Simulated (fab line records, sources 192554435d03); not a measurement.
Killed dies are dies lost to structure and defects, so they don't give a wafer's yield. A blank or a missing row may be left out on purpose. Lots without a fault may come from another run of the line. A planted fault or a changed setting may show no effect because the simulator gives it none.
fab line records | flow n5_finfet
record lots=10 wafers=27 last_day=16
route steps=1938 shown BEOL_M2@925 BEOL_M3@947 BEOL_M4@1111
lots that met no fault: from a run of the same line without faults
start_h: hours from the record's first day to the start of the lot's first wafer shown | wait_h: hours since the lot's step before | " the same as in the row above | L1.1+2: a row that stands for several wafers | - no value, or no start given | * or withheld: withheld | < > ~ a bound
route shown NAME@n: a module of which the file shows steps, and the number in the route of the first | usual: mean/standard deviation of fault-free wafers | same: alike in all rows | chamber/n: place in a boat | sites: the reading at each site | _std_site: their standard deviation | _edge_site: outer sites' mean less inner sites' | radius_mm: how far each site lies from the wafer's centre | mask NAME#n: copy n | behind: the tool/chamber that last shaped the wafer | hold: why the lot was held/for how many hours/how that ended | device: the transistor (n, p or np) that didn't switch | end of line: the same wafers' tests at the end of the route | a step without rows: its recipe alone | killed: dies lost to structure and defects at the first sort, not the wafer's yield | map: a wafer's dies, x killed, . not, _ none there
set.NAME: the setting as run; set.NAME@STEP: as run at that earlier step | model.NAME: the simulator's own value behind a step, which no gauge read
steps of the route over a sample of lots; a table a step, a row a wafer
services: from which hour (start_h, from the record's first day; less than 0 if before it) a tool's chamber was out of use, for how many hours, and why
## steps
# step N5_BEOL_M2_PRE_CLEAN_60
# recipe gas=NH3/H2 time_s=15 temp_c=* rf_power_w=300
# usual heater_power_w=87/17
# columns lot.wafer tool chamber start_h wait_h heater_power_w
L530.3 cvd_co-01 2 146.24 0.0 86
L530.4 " 1 " " 108
L530.6 " 0 " " 64
L532.2 cvd_co-02 2 161.63 0.0 62
L532.5 " 0 " " 100
L533.1 cvd_co-02 0 171.82 0.0 103
L533.3 " 1 " " 90
L533.6 " 1 " " 91
L534.1 cvd_co-02 1 180.06 0.1 90
L534.3 " 0 " " 102
L534.5 " 0 " " 101
L536.2 cvd_co-02 2 182.49 0.0 62
L536.5 " 2 " " 64
L536.6 " 0 " " 103
L537.1 cvd_co-01 2 191.89 0.0 89
L537.2 " 1 " " 108
L537.3 " 0 " " 67
L538.3 cvd_co-02 2 196.30 0.2 62
L538.4 " 0 " " 103
L542.4 cvd_co-02 2 223.61 0.1 61
L542.5 " 0 " " 104
L545.2 cvd_co-01 1 236.69 0.1 106
L545.5 " 1 " " 109
L545.6 " 2 " " 89
L547.1 cvd_co-01 0 254.21 0.0 66
L547.3 " 1 " " 109
L547.4 " 0 " " 66
# step N5_BEOL_M3_DESCUM_16
# recipe chemistry=O2 time_s=7 source_power_w=50 bias_power_w=20 pressure_mtorr=20 rf_frequency_hz=2.712e+07 temp_c=40 resist=CAR-EUV o2_flow_sccm=225
# usual drypump_motor_current_A=5.7/0.38 oes_product_au=0.75/0.076 rf_vpp_V=243.0/1.4 showerhead_plenum_p_Torr=2.10/0.064 throttle_valve_pct=20.58/0.29
# columns lot.wafer tool chamber start_h wait_h drypump_motor_current_A oes_product_au rf_hours_counter_h rf_vpp_V showerhead_plenum_p_Torr throttle_valve_pct
L530.3 rie_diel-03 2 147.85 0.0 5.5 0.75 156 241.8 2.01 20.69
L530.4 " 1 " " 5.8 0.75 171 240.8 2.10 20.73
L530.6 " 2 " " 5.5 0.75 - 242.4 2.01 20.69
L532.2 rie_diel-01 3 162.78 0.0 5.8 0.74 171 242.2 2.02 20.47
L532.5 " 2 " " 6.2 0.73 - 243.9 2.11 20.65
L533.1 rie_diel-03 0 176.10 0.0 5.7 0.73 148 242.7 2.19 20.71
L533.3 " 2 " " 5.5 0.73 164 241.5 2.01 20.70
L533.6 " 1 " " 5.7 0.73 - 242.2 2.10 20.72
L534.1 rie_diel-01 1 182.61 0.2 5.9 0.89 33 245.3 2.11 19.94
L534.3 " 2 " " 6.3 0.72 163 243.2 2.11 20.68
L534.5 " 1 " " 6.0 0.89 - 243.0 2.11 19.95
L536.2 rie_diel-04 0 184.20 0.2 4.7 0.69 204 238.8 2.00 20.70
L536.5 " 1 " " 6.1 1.00 - 241.4 2.05 20.15
L536.6 " 2 " " 5.8 0.73 - 244.5 2.17 20.18
L537.1 rie_diel-01 1 193.29 0.0 6.0 0.88 37 242.5 2.11 19.95
L537.2 " 2 " " 6.2 0.72 168 244.0 2.10 20.69
L537.3 " 3 " " 5.8 0.73 181 241.9 2.02 20.49
L538.3 rie_diel-01 3 198.28 0.2 5.8 0.73 182 241.0 2.02 20.51
L538.4 " 2 " " 6.3 0.72 - 243.7 2.10 20.68
L542.4 rie_diel-01 3 225.24 0.1 5.8 0.72 193 240.7 2.01 20.52
L542.5 " 1 " " 6.0 0.86 - 244.3 2.11 19.95
L545.2 rie_diel-03 3 237.92 0.2 5.2 0.73 200 243.3 2.18 20.73
L545.5 " 1 " " 5.8 0.73 - 242.7 2.09 20.75
L545.6 " 0 " " 5.7 0.72 - 245.2 2.18 20.72
L547.1 rie_diel-03 0 257.25 0.1 5.7 0.72 170 244.2 2.18 20.73
L547.3 " 1 " " 5.7 0.73 206 243.0 2.09 20.77
L547.4 " 3 " " 5.2 0.73 204 243.9 2.18 20.73
# step N5_BEOL_M3_COAT_68
# recipe resist=SiARC temp_c=220 time_s=60 spin_rpm=1500 resist_thk_nm=12
# usual heater_power_total_W=427.5/2.1 resist_line_temp_C=23.00/0.1 spin_speed_rpm=1500.0/1.1
# columns lot.wafer tool chamber start_h wait_h heater_power_total_W resist_line_temp_C spin_speed_rpm
L530.3 litho_track-05 0 148.33 - 426.7 23.04 1499.2
L530.4 " 0 " " 424.8 23.07 1500.1
L530.6 " 0 " " 426.6 23.02 1500.0
L532.2 litho_track-05 0 163.25 - 430.7 22.92 1500.2
L532.5 " 0 " " 429.3 22.97 1498.6
L533.1 litho_track-05 0 176.57 - 424.1 22.93 1496.2
L533.3 " 0 " " 424.5 22.95 1500.1
L533.6 " 0 " " 424.7 23.08 1498.0
L534.1 litho_track-02 0 183.16 - 424.6 22.92 1498.5
L534.3 " 0 " " 430.6 23.17 1500.9
L534.5 " 0 " " 426.7 23.07 1500.5
L536.2 litho_track-05 0 184.66 - 424.7 22.85 1500.5
L536.5 " 0 " " 430.8 22.78 1499.4
L536.6 " 0 " " 428.1 22.83 1497.9
L537.1 litho_track-03 0 193.76 - 426.6 23.06 1499.0
L537.2 " 0 " " 427.1 23.07 1500.1
L537.3 " 0 " " 428.2 22.90 1498.2
L538.3 litho_track-02 0 198.75 - 426.3 23.04 1501.5
L538.4 " 0 " " 428.3 22.89 1499.8
L542.4 litho_track-05 0 225.78 - 426.4 23.21 1499.1
L542.5 " 0 " " 428.5 23.07 1498.0
L545.2 litho_track-05 0 238.38 - 427.2 23.09 1425.7
L545.5 " 0 " " 428.4 23.02 1426.4
L545.6 " 0 " " 430.4 23.02 1425.5
L547.1 litho_track-05 0 257.86 - 428.1 23.04 1425.0
L547.3 " 0 " " 425.4 23.03 1425.8
L547.4 " 0 " " 429.7 23.13 1425.1
# step N5_BEOL_M3_DESCUM_33
# recipe chemistry=O2 time_s=7 source_power_w=50 bias_power_w=20 pressure_mtorr=20 rf_frequency_hz=2.712e+07 temp_c=40 resist=CAR-EUV o2_flow_sccm=225
# usual drypump_motor_current_A=5.6/0.42 oes_product_au=0.76/0.089 rf_vpp_V=243.1/1.4 showerhead_plenum_p_Torr=2.10/0.069 throttle_valve_pct=20.60/0.27
# columns lot.wafer tool chamber start_h wait_h drypump_motor_current_A oes_product_au rf_hours_counter_h rf_vpp_V showerhead_plenum_p_Torr throttle_valve_pct
L530.3 rie_diel-03 3 148.73 0.0 5.2 0.77 168 243.8 2.19 20.67
L530.4 " 0 " " 5.7 0.73 140 244.7 2.19 20.71
L530.6 " 2 " " 5.5 0.75 - 242.7 2.01 20.68
L532.2 rie_diel-03 0 163.78 0.0 5.7 0.73 145 244.5 2.19 20.71
L532.5 " 3 " " 5.2 0.75 - 244.5 2.19 20.66
L533.1 rie_diel-04 3 177.10 0.0 5.9 0.72 217 242.3 2.09 20.97
L533.3 " 0 " " 4.7 0.69 201 243.2 2.00 20.69
L533.6 " 0 " " 4.7 0.69 - 242.0 2.00 20.70
L534.1 rie_diel-01 3 183.58 0.0 5.8 0.73 176 240.6 2.02 20.48
L534.3 " 1 " " 6.0 0.88 33 244.4 2.11 19.94
L534.5 " 1 " " 6.0 0.89 - 244.1 2.11 19.94
L536.2 rie_diel-04 2 185.07 0.0 5.7 0.72 184 246.4 2.17 20.18
L536.5 " 2 " " 5.7 0.73 - 244.4 2.17 20.20
L536.6 " 1 " " 6.1 1.00 - 243.4 2.05 20.16
L537.1 rie_diel-04 2 194.16 0.0 5.8 0.72 187 245.3 2.17 20.19
L537.2 " 0 " " 4.7 0.68 207 241.2 2.00 20.72
L537.3 " 1 " " 6.1 0.98 5 243.2 2.05 20.18
L538.3 rie_diel-04 2 199.38 0.2 5.7 0.72 189 244.6 2.17 20.18
L538.4 " 3 " " 5.9 0.71 224 242.3 2.08 20.98
L542.4 rie_diel-03 0 226.31 0.0 5.7 0.72 161 244.7 2.18 20.74
L542.5 " 3 " " 5.3 0.73 - 244.8 2.18 20.71
L545.2 rie_diel-04 2 238.79 0.0 5.7 0.71 202 242.5 2.17 20.23
L545.5 " 0 " " 4.7 0.67 - 239.5 2.00 20.73
L545.6 " 1 " " 6.1 0.93 - 243.3 2.04 20.18
L547.1 rie_diel-03 2 258.39 0.0 5.5 0.72 194 242.3 2.00 20.75
L547.3 " 1 " " 5.8 0.72 206 240.7 2.09 20.75
L547.4 " 3 " " 5.2 0.72 205 244.2 2.18 20.74
# step N5_BEOL_M4_RC_MEAS_101
# usual DIBL_N=35.9/1.6 DIBL_P=35.6/2.1 IOFF_N=0.149/0.029 IOFF_P=0.20/0.033 ION_N=671/11 ION_P=460/7.3 SS_N=71.4/0.62 SS_P=73.2/0.65 VT_N=251/3.1 VT_P=-251/3.4
# columns lot.wafer tool chamber start_h wait_h DIBL_N[mV/V] DIBL_P[mV/V] IOFF_N[nA/um] IOFF_P[nA/um] ION_N[uA/um] ION_P[uA/um] SS_N[mV/dec] SS_P[mV/dec] VT_N[mV] VT_P[mV]
L530.3 prober-01 0 166.34 0.3 36.1 35.7 0.154 0.20 668 459 71.1 73.1 253 -249
L530.4 " 0 " " 36.0 36.3 0.150 0.22 666 460 71.1 73.1 252 -248
L530.6 " 0 " " 34.9 33.9 0.130 0.18 672 459 70.7 73.0 253 -252
L532.2 prober-02 0 182.65 0.2 35.5 36.8 0.138 0.18 668 454 71.2 73.5 251 -256
L532.5 " 0 " " 34.7 35.0 0.136 0.16 668 452 71.5 72.3 253 -256
L533.1 prober-02 0 192.97 0.0 34.9 35.5 0.133 0.19 665 451 71.9 72.9 252 -251
L533.3 " 0 " " 32.3 33.0 0.114 0.16 669 456 70.5 73.0 254 -253
L533.6 " 0 " " 33.7 34.1 0.122 0.18 667 464 70.7 72.4 252 -254
L534.1 prober-02 0 199.72 0.0 35.4 33.4 0.133 0.18 668 459 70.8 72.8 251 -251
L534.3 " 0 " " 34.4 31.4 0.114 0.15 664 456 71.0 72.5 254 -254
L534.5 " 0 " " 36.6 34.7 0.152 0.19 677 459 71.3 73.8 250 -251
L536.2 prober-02 0 205.42 0.2 38.3 37.6 0.182 0.26 680 468 72.3 73.0 247 -248
L536.5 " 0 " " 35.9 34.8 0.149 0.22 675 471 71.2 72.7 250 -245
L536.6 " 0 " " 35.0 33.7 0.126 0.19 663 461 70.9 72.9 252 -251
L537.1 prober-01 0 209.04 0.0 36.0 38.9 0.162 0.24 676 477 70.3 73.6 250 -247
L537.2 " 0 " " 36.4 37.9 0.158 0.22 681 468 71.3 73.6 248 -248
L537.3 " 0 " " 36.3 38.7 0.175 0.24 704 480 71.8 73.8 248 -245
L538.3 prober-01 0 222.92 0.3 32.7 32.2 0.106 0.16 651 456 70.9 72.7 256 -254
L538.4 " 0 " " 35.6 35.6 0.159 0.21 677 472 70.7 73.2 247 -247
L542.4 prober-01 0 247.06 0.5 35.1 33.3 0.135 0.19 662 461 71.3 73.0 253 -251
L542.5 " 0 " " 34.1 32.3 0.118 0.18 664 455 70.7 72.6 254 -251
L545.2 prober-02 0 257.76 0.2 36.0 33.6 0.126 0.16 662 457 71.7 72.8 252 -255
L545.5 " 0 " " 37.8 36.3 0.148 0.20 673 454 71.1 73.7 251 -251
L545.6 " 0 " " 35.8 34.2 0.125 0.17 663 459 71.1 73.1 254 -252
L547.1 prober-02 0 277.04 0.0 35.2 34.7 0.118 0.16 661 454 71.2 73.4 254 -257
L547.3 " 0 " " 36.1 35.8 0.131 0.18 667 457 71.2 73.6 255 -252
L547.4 " 0 " " 35.1 34.6 0.127 0.16 680 464 70.7 73.3 251 -255
## services
# columns tool chamber start_h hours kind
cvd_co-02 - 123.56 6.9 pm
rie_diel-04 3 126.58 27.6 repair
rie_diel-01 - 126.93 0.3 repair
cvd_co-02 - 130.46 2.8 pm
cvd_co-01 - 134.02 1.2 repair
rie_diel-04 - 138.91 0.5 repair
litho_track-02 - 142.72 - consumable_replace:filter
rie_diel-04 1 154.34 - clean
rie_diel-04 1 154.34 - consumable_replace:focus_ring
rie_diel-04 1 154.34 25.1 scheduled_down
rie_diel-04 1 154.34 25.1 vent_cycle
litho_track-05 - 173.30 - consumable_replace:filter
litho_track-03 - 176.20 - consumable_replace:filter
cvd_co-02 1 187.00 10.4 repair
rie_diel-01 0 188.11 - clean
rie_diel-01 0 188.11 - consumable_replace:focus_ring
rie_diel-01 0 188.11 20.4 scheduled_down
rie_diel-01 0 188.11 20.4 vent_cycle
rie_diel-01 1 203.57 15.6 repair
cvd_co-01 0 211.71 6.2 repair
rie_diel-04 0 241.77 2.9 repair
rie_diel-03 3 243.02 4.6 repair
## key
first_sign step=N5_BEOL_M3_COAT_68 reading=spin_speed_rpm direction=down sigmas=71 usual=* struck=*
effect none on later readings
met_at N5_BEOL_M3_COAT_68
struck_lots L545,L547
not_acting_at N5_BEOL_M2_PRE_CLEAN_60,N5_BEOL_M3_DESCUM_16,N5_BEOL_M3_DESCUM_33
onset_between 225.78 238.38
fault kind=process_parameter_drift tool=litho_track-05 chamber=- onset_h=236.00 steps=N5_BEOL_M3_COAT_68 channel=spin_rpm offset=* shape=step end_h=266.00 acts_in=* stated=*
